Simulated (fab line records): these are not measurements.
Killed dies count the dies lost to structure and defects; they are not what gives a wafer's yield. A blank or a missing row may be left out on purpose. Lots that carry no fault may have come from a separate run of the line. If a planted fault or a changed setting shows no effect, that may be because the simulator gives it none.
Chamber matching    flow nandHarc    NHARC_P_CONTACT_ALD_22 on aldMetal-01 has 4 sister chambers
The step deposits TiN, target thk 3 nm, pulse time 1 s, ald cycles 150. 7 wafers are shown with their chamber, then 7 later ones without.

## EACH WAFER AND ITS CHAMBER
wafer   chamber  heaterPowerW (W)  precursorPulseHeightRel
L083.1  1        1083              1.026
L083.2  2        1064              0.973
L085.1  3        1229              1.035
L085.2  0        999               0.996
L085.5  1        1097              0.966
L086.3  3        1233              1.032
L086.4  2        1079              0.994

## WAFERS MISSING THEIR CHAMBER
wafer   heaterPowerW (W)  precursorPulseHeightRel
L086.5  1094              1.027
L088.1  1000              1.004
L088.5  1067              0.960
L088.6  1116              1.005
L091.1  1243              1.030
L091.4  994               1.020
L091.5  1242              0.967

## THE CHAMBER EACH PASSED THROUGH
wafer   from the rows above      in truth
L086.5  can't be placed: 1 or 2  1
L088.1  0                        0
L088.5  can't be placed: 2 or 1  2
L088.6  1                        1
L091.1  3                        3
L091.4  0                        0
L091.5  3                        3
Placed correctly: 5 of 7. From these rows, 2 cannot be placed; in 2 the true chamber is one of the candidates. Placed wrongly: 0.
How it was worked out, from the rows above alone: a wafer's distance from a chamber is the root of the sum, over the readings, of the square of ((its reading less the chamber's mean) divided by the reading's scatter). If the next closest chamber is less than 2 further off than the closest, the wafer can't be placed; otherwise it belongs to the closest. The mean given for a chamber averages the wafers shown for that chamber. The scatter: take each reading less its chamber's mean, square it, sum over the shown wafers, divide by the number of wafers less the number of chambers, and take the root.
